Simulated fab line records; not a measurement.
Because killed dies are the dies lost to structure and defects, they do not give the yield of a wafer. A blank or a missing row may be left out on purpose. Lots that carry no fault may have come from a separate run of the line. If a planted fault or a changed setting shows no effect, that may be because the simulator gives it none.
Which tool did it? -- flow nand_harc -- 23 lots (69 wafers sampled), 1 step of a 1159-step route

== WHAT THE GAUGES READ, wafer by wafer ==
NHARC_P_STI_OVL_MEAS_10. Usual: overlay_x_nm 0 nm, standard deviation 6.8; overlay_y_nm 1 nm, standard deviation 5.8.
lot,measured,on,overlay_x_nm (nm),overlay_y_nm (nm),flag
L074,day 2 10:53,overlay-02,-7 -7 -6,-1 -1 -1,
L075,day 2 17:02,overlay-02,-3 -3 -3,-12 -12 -12,
L076,day 3 00:27,overlay-01,1 1 1,4 4 4,
L077,day 3 06:25,overlay-01,5 5 5,3 3 2,
L078,day 3 13:49,overlay-02,4 3 3,-4 -4 -5,
L080,day 3 19:22,overlay-02,-1 -1 -1,-5 -6 -5,
L079,day 3 19:32,overlay-01,-5 -5 -5,-2 -2 -1,
L081,day 4 05:21,overlay-01,9 9 10,1 0 2,
L082,day 4 12:46,overlay-01,16 15 15,3 2 3,
L083,day 4 16:53,overlay-02,4 4 4,2 2 2,
L085,day 5 01:11,overlay-02,-3 -3 -3,0 1 1,
L084,day 5 01:22,overlay-02,-3 -2 -3,7 7 7,
L086,day 5 10:55,overlay-01,-8 -8 -8,1 1 1,
L087,day 5 18:37,overlay-02,11 11 11,5 5 5,
L088,day 5 23:41,overlay-02,-6 -7 -7,-6 -5 -5,
L089,day 6 06:37,overlay-02,5 5 5,0 -1 -1,
L090,day 6 11:57,overlay-01,3 3 4,15 15 16,
L092,day 6 20:22,overlay-02,0 -1 0,-3 -3 -4,
L091,day 6 20:32,overlay-01,-9 -9 -9,2 1 2,
L093,day 7 04:53,overlay-01,2 2 2,3 3 3,
L094,day 7 11:23,overlay-02,4 4 4,1 1 1,
L096,day 8 00:24,overlay-01,-4 -4 -4,12 13 13,
L097,day 8 06:13,overlay-01,-9 -10 -10,-3 -3 -3,

== TOOL THAT RAN EACH LOT (tool first, then ch and the chambers of the sampled wafers, then the start) ==
Record: no process step prior to these readings.

== AS READ BY THE TOOLS THEMSELVES (means over the sampled wafers that have a number; for cases with no such wafer, the mark the record gives instead) ==
The record holds no such reading with a usual standard deviation.

== THE ANSWER, worked out from the rows above alone ==
Rule: a lot is off if the mean of its wafers that have a number lies more than 3 standard deviations from the usual mean. Also off: a lot with no number at a reading for which 4 or more lots have one. All remaining lots with rows at the step are treated as sound. Order of review: gauges by route order, followed by the tools' own readings, for which a lot's mean as printed above is used. At the first step where some lot is off, the reading lying furthest off is the one used; lots without a number count as furthest.
No lot is off at any reading shown: from this, nothing can be told.

== WHAT WAS PUT IN BY THE SIMULATOR ==
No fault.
